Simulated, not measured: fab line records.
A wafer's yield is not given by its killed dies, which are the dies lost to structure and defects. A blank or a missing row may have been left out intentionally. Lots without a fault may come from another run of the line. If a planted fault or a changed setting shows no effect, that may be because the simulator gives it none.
Which of the tools did it? || flow nand_harc || 14 lots, 42 wafers sampled, at 6 steps of a route of 1159

== WHAT THE GAUGES READ, wafer by wafer ==
NHARC_P_BONDPAD_INSPECT_23.
{"lot": "L635", "measured": "day 6 17:21", "on": "defect_inspect-01", "raw_defect_count": "363 332 166"}
{"lot": "L637", "measured": "day 6 23:46", "on": "defect_inspect-01", "raw_defect_count": "483 232 453"}
{"lot": "L636", "measured": "day 7 00:09", "on": "defect_inspect-01", "raw_defect_count": "391 340 595"}
{"lot": "L640", "measured": "day 7 09:06", "on": "defect_inspect-01", "raw_defect_count": "498 399 177"}
{"lot": "L642", "measured": "day 8 09:52", "on": "defect_inspect-02", "raw_defect_count": "238 193 189"}
{"lot": "L648", "measured": "day 9 14:35", "on": "defect_inspect-02", "raw_defect_count": "294 208 399"}
{"lot": "L649", "measured": "day 9 14:53", "on": "defect_inspect-01", "raw_defect_count": "234 565 459"}
{"lot": "L646", "measured": "day 10 03:49", "on": "defect_inspect-02", "raw_defect_count": "845 422 464"}
{"lot": "L650", "measured": "day 10 10:44", "on": "defect_inspect-01", "raw_defect_count": "371 589 510"}
{"lot": "L651", "measured": "day 10 15:18", "on": "defect_inspect-02", "raw_defect_count": "387 471 438"}
{"lot": "L653", "measured": "day 11 09:07", "on": "defect_inspect-01", "raw_defect_count": "291 291 289"}
{"lot": "L655", "measured": "day 11 13:19", "on": "defect_inspect-01", "raw_defect_count": "304 456 273"}
{"lot": "L656", "measured": "day 12 03:34", "on": "defect_inspect-01", "raw_defect_count": "227 316 312"}
{"lot": "L657", "measured": "day 12 09:04", "on": "defect_inspect-01", "raw_defect_count": "211 391 211"}

NHARC_A_SOURCE_PLATE_THK_MEAS_06: measures by ellipsometry.
{"lot": "L635", "measured": "day 7 17:43", "on": "film_metro-02", "thk_nm (nm)": "202.8 200.3 198.5"}
{"lot": "L637", "measured": "day 8 02:01", "on": "film_metro-02", "thk_nm (nm)": "202.0 198.4 199.0"}
{"lot": "L636", "measured": "day 8 02:01", "on": "film_metro-01", "thk_nm (nm)": "201.5 201.6 201.4"}
{"lot": "L640", "measured": "day 8 05:39", "on": "film_metro-02", "thk_nm (nm)": "199.0 200.6 202.6"}
{"lot": "L642", "measured": "day 9 09:27", "on": "film_metro-01", "thk_nm (nm)": "201.1 199.7 202.7"}
{"lot": "L648", "measured": "day 10 14:21", "on": "film_metro-02", "thk_nm (nm)": "201.2 201.2 203.6"}
{"lot": "L649", "measured": "day 10 14:21", "on": "film_metro-01", "thk_nm (nm)": "198.3 199.2 198.8"}
{"lot": "L646", "measured": "day 11 03:37", "on": "film_metro-02", "thk_nm (nm)": "202.5 201.8 201.7"}
{"lot": "L650", "measured": "day 11 10:14", "on": "film_metro-01", "thk_nm (nm)": "199.2 200.3 201.4"}
{"lot": "L651", "measured": "day 11 14:16", "on": "film_metro-01", "thk_nm (nm)": "199.9 200.0 200.7"}
{"lot": "L653", "measured": "day 12 08:16", "on": "film_metro-02", "thk_nm (nm)": "200.3 202.2 198.3"}
{"lot": "L655", "measured": "day 12 12:21", "on": "film_metro-02", "thk_nm (nm)": "196.1 196.2 198.9"}
{"lot": "L656", "measured": "day 13 03:01", "on": "film_metro-01", "thk_nm (nm)": "201.0 197.6 199.9"}
{"lot": "L657", "measured": "day 13 12:56", "on": "film_metro-01", "thk_nm (nm)": "202.3 200.0 201.3"}

NHARC_A_ONON_D1_THK_MEAS_11: measures by ellipsometry.
{"lot": "L635", "measured": "day 7 20:06", "on": "film_metro-01", "thk_nm (nm)": "993 992 992"}
{"lot": "L637", "measured": "day 8 04:21", "on": "film_metro-01", "thk_nm (nm)": "998 1000 1001"}
{"lot": "L636", "measured": "day 8 04:21", "on": "film_metro-02", "thk_nm (nm)": "1004 1004 1005"}
{"lot": "L640", "measured": "day 8 08:00", "on": "film_metro-02", "thk_nm (nm)": "985 983 986"}
{"lot": "L642", "measured": "day 9 11:49", "on": "film_metro-02", "thk_nm (nm)": "1002 1004 1004"}
{"lot": "L648", "measured": "day 10 16:41", "on": "film_metro-02", "thk_nm (nm)": "1052 1052 1049"}
{"lot": "L649", "measured": "day 10 16:45", "on": "film_metro-01", "thk_nm (nm)": "991 990 991"}
{"lot": "L646", "measured": "day 11 06:11", "on": "film_metro-01", "thk_nm (nm)": "1040 1042 1042"}
{"lot": "L650", "measured": "day 11 12:37", "on": "film_metro-01", "thk_nm (nm)": "1005 1003 1005"}
{"lot": "L651", "measured": "day 11 16:38", "on": "film_metro-01", "thk_nm (nm)": "997 998 997"}
{"lot": "L653", "measured": "day 12 10:37", "on": "film_metro-01", "thk_nm (nm)": "1005 1007 1006"}
{"lot": "L655", "measured": "day 12 14:44", "on": "film_metro-01", "thk_nm (nm)": "1006 1006 1007"}
{"lot": "L656", "measured": "day 13 05:21", "on": "film_metro-02", "thk_nm (nm)": "984 984 983"}
{"lot": "L657", "measured": "day 13 16:44", "on": "film_metro-02", "thk_nm (nm)": "999 1000 1001"}

NHARC_END_SORT_01.
{"lot": "L648", "measured": "day 22 04:53", "on": "prober-01", "killed_at_array": "335 337 333", "killed_at_other": "1 1 1", "killed_at_periphery": "2 5 4", "killed_dies": "338 343 338", "killed_open": "3 6 4", "killed_short": "6 5 4"}
{"lot": "L646", "measured": "day 22 13:45", "on": "prober-02", "killed_at_array": "319 298 332", "killed_at_other": "2 2 4", "killed_at_periphery": "4 3 4", "killed_dies": "325 303 340", "killed_open": "3 3 3", "killed_short": "2 1 1"}

== WHICH TOOL RAN EACH LOT (tool, then ch and the chambers of the sampled wafers, then the start) ==
{"lot": "L635", "NHARC_P_BONDPAD_PVD_17": "pvd_sputter-03, day 6 17:21 or earlier", "NHARC_A_ONON_D1_DEP_09": "pecvd_onon-01 ch 0, day 7 19:43"}
{"lot": "L637", "NHARC_P_BONDPAD_PVD_17": "pvd_sputter-01, day 6 23:46 or earlier", "NHARC_A_ONON_D1_DEP_09": "pecvd_onon-03 ch 0, day 8 03:53"}
{"lot": "L636", "NHARC_P_BONDPAD_PVD_17": "pvd_sputter-02, day 7 00:09 or earlier", "NHARC_A_ONON_D1_DEP_09": "pecvd_onon-02 ch 0, day 8 03:53"}
{"lot": "L640", "NHARC_P_BONDPAD_PVD_17": "pvd_sputter-02, day 7 09:06 or earlier", "NHARC_A_ONON_D1_DEP_09": "pecvd_onon-02 ch 0, day 8 07:29"}
{"lot": "L642", "NHARC_P_BONDPAD_PVD_17": "pvd_sputter-01, day 8 09:52 or earlier", "NHARC_A_ONON_D1_DEP_09": "pecvd_onon-03 ch 0, day 9 11:22"}
{"lot": "L648", "NHARC_P_BONDPAD_PVD_17": "pvd_sputter-01, day 9 14:35 or earlier", "NHARC_A_ONON_D1_DEP_09": "pecvd_onon-01 ch 0, day 10 16:14"}
{"lot": "L649", "NHARC_P_BONDPAD_PVD_17": "pvd_sputter-02, day 9 14:53 or earlier", "NHARC_A_ONON_D1_DEP_09": "pecvd_onon-03 ch 0, day 10 16:14"}
{"lot": "L646", "NHARC_P_BONDPAD_PVD_17": "pvd_sputter-01, day 10 03:49 or earlier", "NHARC_A_ONON_D1_DEP_09": "pecvd_onon-01 ch 0, day 11 05:40"}
{"lot": "L650", "NHARC_P_BONDPAD_PVD_17": "pvd_sputter-03, day 10 10:44 or earlier", "NHARC_A_ONON_D1_DEP_09": "pecvd_onon-03 ch 0, day 11 12:13"}
{"lot": "L651", "NHARC_P_BONDPAD_PVD_17": "pvd_sputter-02, day 10 15:18 or earlier", "NHARC_A_ONON_D1_DEP_09": "pecvd_onon-02 ch 0, day 11 16:07"}
{"lot": "L653", "NHARC_P_BONDPAD_PVD_17": "pvd_sputter-01, day 11 09:07 or earlier", "NHARC_A_ONON_D1_DEP_09": "pecvd_onon-03 ch 0, day 12 10:14"}
{"lot": "L655", "NHARC_P_BONDPAD_PVD_17": "pvd_sputter-02, day 11 13:19 or earlier", "NHARC_A_ONON_D1_DEP_09": "pecvd_onon-02 ch 0, day 12 14:13"}
{"lot": "L656", "NHARC_P_BONDPAD_PVD_17": "pvd_sputter-01, day 12 03:34 or earlier", "NHARC_A_ONON_D1_DEP_09": "pecvd_onon-03 ch 0, day 13 04:50"}
{"lot": "L657", "NHARC_P_BONDPAD_PVD_17": "pvd_sputter-01, day 12 09:04 or earlier", "NHARC_A_ONON_D1_DEP_09": "pecvd_onon-01 ch 0, day 13 16:17"}
- NHARC_P_BONDPAD_PVD_17: deposits TaN, target thk 5 nm, time 8.06 s.
- NHARC_A_ONON_D1_DEP_09: target thk 1000 nm.

== WHAT THE TOOLS THEMSELVES READ (means of the sampled wafers that have a number; where no wafer has one, the mark that the record gives instead) ==
NHARC_P_BONDPAD_PVD_17.
{"lot": "L635", "tool": "pvd_sputter-03", "substrate_temp_c (C)": 49.92, "throttle_valve_pct (%)": 29.9}
{"lot": "L637", "tool": "pvd_sputter-01", "substrate_temp_c (C)": 50.08, "throttle_valve_pct (%)": 30.4}
{"lot": "L636", "tool": "pvd_sputter-02", "substrate_temp_c (C)": 50.10, "throttle_valve_pct (%)": 29.9}
{"lot": "L640", "tool": "pvd_sputter-02", "substrate_temp_c (C)": 50.02, "throttle_valve_pct (%)": 29.5}
{"lot": "L642", "tool": "pvd_sputter-01", "substrate_temp_c (C)": 50.00, "throttle_valve_pct (%)": 30.5}
{"lot": "L648", "tool": "pvd_sputter-01", "substrate_temp_c (C)": 50.01, "throttle_valve_pct (%)": 30.1}
{"lot": "L649", "tool": "pvd_sputter-02", "substrate_temp_c (C)": 49.96, "throttle_valve_pct (%)": 29.8}
{"lot": "L646", "tool": "pvd_sputter-01", "substrate_temp_c (C)": 50.08, "throttle_valve_pct (%)": 30.7}
{"lot": "L650", "tool": "pvd_sputter-03", "substrate_temp_c (C)": 49.98, "throttle_valve_pct (%)": 30.4}
{"lot": "L651", "tool": "pvd_sputter-02", "substrate_temp_c (C)": 50.10, "throttle_valve_pct (%)": 29.6}
{"lot": "L653", "tool": "pvd_sputter-01", "substrate_temp_c (C)": 50.07, "throttle_valve_pct (%)": 30.4}
{"lot": "L655", "tool": "pvd_sputter-02", "substrate_temp_c (C)": 50.01, "throttle_valve_pct (%)": 30.0}
{"lot": "L656", "tool": "pvd_sputter-01", "substrate_temp_c (C)": 49.87, "throttle_valve_pct (%)": 30.4}
{"lot": "L657", "tool": "pvd_sputter-01", "substrate_temp_c (C)": 50.02, "throttle_valve_pct (%)": 30.7}

== THE ANSWER, worked out from the rows above alone ==
Rule: the lots themselves supply what counts as usual. The widest of any qualifying gaps counts: lots, ordered by their means at a reading, are off when they make up no more than a third of the lots, leave a main group of 4 or more, and stand apart from it by 3 or more times the standard deviation of that group's means. The tables above print the reading to a certain number of digits; a main group whose means all agree to those digits is not used. Also off: a lot with no number at a reading for which 4 or more lots have one. The other lots that the step has rows for count as sound. After the gauges, taken in route order, come the tools' own readings; for these a lot's mean is taken, as printed above. The first step at which some lot is off is used, and at that step the reading that is off furthest; a lot without a number counts as furthest.
Off: L648, L646 (NHARC_A_ONON_D1_THK_MEAS_11, thk_nm). The main group: mean 998 nm, standard deviation 7.7.
A tool fits if, at a process step before that reading, it ran every lot that is off, and no sound lot after the first of them. Those tools and the gauges at NHARC_A_ONON_D1_THK_MEAS_11 are tried in the same way. Because NHARC_P_BONDPAD_PVD_17 lacks a start for some lots, the hours and order of its lots are taken from NHARC_P_BONDPAD_INSPECT_23. None of those tried fits.

== WHAT HAD BEEN PUT IN BY THE SIMULATOR ==
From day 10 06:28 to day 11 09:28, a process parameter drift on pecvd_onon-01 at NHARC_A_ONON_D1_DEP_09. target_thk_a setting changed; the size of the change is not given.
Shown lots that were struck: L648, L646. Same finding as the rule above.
